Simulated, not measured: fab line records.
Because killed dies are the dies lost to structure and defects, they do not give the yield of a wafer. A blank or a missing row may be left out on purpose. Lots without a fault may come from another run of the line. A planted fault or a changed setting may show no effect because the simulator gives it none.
Chamber matching	flow n5-finfet	ald-hk-01 running N5_HKMG_FIN_HK_ALD_01: 4 sister chambers
The step deposits HfO2, target thk 1.6 nm, pulse time 3 s, purge time 3 s. 4 wafers are shown with their chamber, then 7 later ones without.

## WAFERS PAIRED WITH THEIR CHAMBERS
wafer	chamber	precursor-pulse-height-rel
L086.3	3	0.979
L086.4	1	1.007
L088.3	0	1.004
L088.5	2	0.993

## WAFERS WITH NO CHAMBER GIVEN
wafer	precursor-pulse-height-rel
L088.6	0.993
L096.1	1.019
L096.2	0.991
L096.3	0.970
L096.4	0.976
L096.5	0.992
L096.6	0.992

## THE CHAMBER EACH PASSED THROUGH
wafer	from the rows above	in truth
L088.6	can't be placed: 2 or 0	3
L096.1	can't be placed: 1 or 0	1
L096.2	can't be placed: 2 or 3 or 0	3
L096.3	3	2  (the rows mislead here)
L096.4	3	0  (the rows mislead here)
L096.5	can't be placed: 2 or 0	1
L096.6	can't be placed: 2 or 0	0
0 of 7 placed correctly. Can't be placed from these rows: 5 (the true chamber is among the candidates in 3). 2 placed wrongly.
How it was worked out, from the rows above alone: a wafer's distance from a chamber is the root of the sum, over the readings, of the square of ((its reading less the chamber's mean) divided by the reading's scatter). The wafer belongs to the nearest chamber; if the next one is less than 2 further off, it can't be placed. For every chamber, the mean is computed from those of its wafers that are shown. The scatter: root of mean squared gap, hidden wafer to nearest shown wafer, with one shown wafer a chamber.
